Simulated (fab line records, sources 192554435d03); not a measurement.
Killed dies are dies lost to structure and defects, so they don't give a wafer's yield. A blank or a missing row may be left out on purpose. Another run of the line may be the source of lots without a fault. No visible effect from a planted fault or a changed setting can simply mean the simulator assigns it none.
Split-lot experiment	flow n5 finfet	21 wafers read from 7 lots, route of 1938 steps

## SPLIT DETAILS
At N5_FIN_SAQP_SPACER1_ALD_24 (deposits SiO2, target thk 20.3 nm, pulse time 1 s, purge time 2 s), the setting temp c was moved away from the recipe's 300 C on 6 of the 21 wafers read, by -3.8% to -1.8%. For the rest of the wafers, this setting stayed at what the recipe calls for.

## FROM THE SPLIT TO THE READING: what the file shows between them, 1 step
- N5_FIN_SAQP_SPACER1_ETCHBACK_25: etches SiO2 in CHF3/O2, target depth 24.4 nm, time 12.2 s

## THE READING
FIN_SAQP.cd nm (the simulator's own value, which no gauge read), in nm, at N5_FIN_SAQP_MANDREL1_REMOVE_56 (chemistry HBr/Cl2/O2, target a-Si, stops on SiNx, bt time 10 s). There is no usual value for it anywhere in the file. Average 20.3 nm, standard deviation 0.12 nm, over the 15 wafers here run with the recipe.

wafer	tool, chamber at the split	temp c as run, C	against the recipe	FIN_SAQP.cd nm, nm	against lot-mates on the recipe
L079.1	ald sin-01, 0	300	recipe	20.4	-
L079.5	ald sin-01, 0	290	-3.3%	21.2	+0.8
L079.6	ald sin-01, 3	290	-3.3%	21.2	+0.8
L081.1	ald sin-02, 1,0	294.5	-1.8%	20.6	+0.4
L081.2	ald sin-02, 1,0	294.5	-1.8%	20.8	+0.6
L081.5	ald sin-02, 3	300	recipe	20.2	-
L084.1	ald sin-02, 0,3	300	recipe	20.2	-
L084.4	ald sin-02, 0,3	300	recipe	20.2	-
L084.2	ald sin-02, 1	300	recipe	20.4	-
L087.2	ald sin-02, 0,2,1	300	recipe	20.2	-
L087.3	ald sin-02, 0,2,1	300	recipe	20.2	-
L087.4	ald sin-02, 0,2,1	300	recipe	20.2	-
L091.2	ald sin-01, 1	288.7	-3.8%	21.2	+0.8
L091.3	ald sin-01, 2	288.7	-3.8%	21	+0.6
L091.5	ald sin-01, 1	300	recipe	20.4	-
L093.2	ald sin-03, 0,2,1	300	recipe	20.2	-
L093.4	ald sin-03, 0,2,1	300	recipe	20.2	-
L093.6	ald sin-03, 0,2,1	300	recipe	20	-
L096.1	ald sin-03, 2,3,0	300	recipe	20.4	-
L096.2	ald sin-03, 2,3,0	300	recipe	20.4	-
L096.5	ald sin-03, 2,3,0	300	recipe	20.4	-
The file does not say which wafer passed through which chamber wherever a row lists several chambers: such a row stands for several wafers.

THE FIT
A straight line over all 21 wafers: FIN_SAQP.cd nm changes by -0.246 nm for each +1% of temp c; r = -0.95; the points scatter about the line by 0.13 nm.
The same after taking each lot's own level away (the mean of its wafers on the recipe; 21 wafers): -0.215 nm for each +1%; r = -0.96; scatter 0.09 nm.
The reading moves by 0.81 nm for the largest change in temp c, on that fit.
Measured against the standard deviation above, the lots' own levels, which go from 20.13 to 20.40 nm, span 2.2 times it.
Thus the slope moves with the lot-to-lot level: the two fits are different.
Check: with one of the wafers moved furthest among these (-3.8%) left out of the fit, the line predicts +0.821 nm for it against its lot-mates. It came out at +0.8 nm against them.

## THE OTHER SPLITS THESE WAFERS WENT THROUGH
Before the reading, these wafers also passed through other splits. Each is held against what the fit with the lots' levels taken away leaves over:
other split on the same wafers	wafers away from the commonest value	r with FIN_SAQP.cd nm (lot level and that fit taken away)
N5_ZERO_LAYER_EXPOSE_08 dose mj	6	-0.10
N5_WELL_APT_EXPOSE_22 dose mj	8	+0.02
N5_FIN_SAQP_ETCH_52 source w	10	-0.30

## THE WHOLE CHAIN: every reading that the file lists as answering this split, in the file's order
step	what it does	reading	change (the file's fit)	r (the file's)
N5_FIN_SAQP_SPACER1_ALD_24	deposits SiO2, target thk 20.3 nm, pulse time 1 s, purge time 2 s	SiO2_of_FIN_SAQP_SPACER1_ALD_24.thk nm (the simulator's own value, which no gauge read)	-0.212 nm for each +1% of the setting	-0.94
N5_FIN_SAQP_MANDREL1_REMOVE_56	chemistry HBr/Cl2/O2, target a-Si, stops on SiNx, bt time 10 s	FIN_SAQP.cd nm (the simulator's own value, which no gauge read)	-0.217 nm for each +1% of the setting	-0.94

## THE FILE'S OWN FIT
FIN_SAQP.cd nm changes by -0.217 nm for each +1% of temp c, r = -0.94.
